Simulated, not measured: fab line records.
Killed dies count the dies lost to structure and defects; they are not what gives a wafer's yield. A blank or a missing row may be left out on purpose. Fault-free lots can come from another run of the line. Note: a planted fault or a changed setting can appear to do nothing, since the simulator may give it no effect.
Matching of chambers + flow nand-harc + NHARC_A_M1_DEP_33 on pecvd-02 has 3 sister chambers
The step deposits SiCN, target thk 30 nm. 3 wafers are shown with their chamber, then 9 later ones without.

## WAFERS, EACH WITH ITS CHAMBER
| wafer  | chamber | showerhead-vpp-V (V) |
|--------|---------|----------------------|
| L086.3 | 0       | 1226                 |
| L089.1 | 2       | 1417                 |
| L089.4 | 1       | 1330                 |

## WAFERS MISSING THEIR CHAMBER
| wafer  | showerhead-vpp-V (V) |
|--------|----------------------|
| L088.4 | 1209                 |
| L088.5 | 1420                 |
| L088.6 | 1303                 |
| L090.2 | 1445                 |
| L090.3 | 1317                 |
| L090.6 | 1422                 |
| L093.2 | 1446                 |
| L093.3 | 1212                 |
| L093.5 | 1327                 |

## WHICH CHAMBER EACH ONE RAN IN
| wafer  | from the rows above | in truth |
|--------|---------------------|----------|
| L088.4 | 0                   | 0        |
| L088.5 | 2                   | 2        |
| L088.6 | 1                   | 1        |
| L090.2 | 2                   | 2        |
| L090.3 | 1                   | 1        |
| L090.6 | 2                   | 2        |
| L093.2 | 2                   | 2        |
| L093.3 | 0                   | 0        |
| L093.5 | 1                   | 1        |
Correctly placed: 9 of 9. From these rows, 0 cannot be placed. Placed wrongly: 0.
How it was worked out, from the rows above alone: a wafer's distance from a chamber is the root of the sum, over the readings, of the square of ((its reading less the chamber's mean) divided by the reading's scatter). The wafer belongs to the nearest chamber; if the next one is less than 2 further off, it can't be placed. For every chamber, the mean is computed from those of its wafers that are shown. The scatter: with one shown wafer a chamber, the root of the mean of the squares of how far each hidden wafer lies from its nearest shown one.
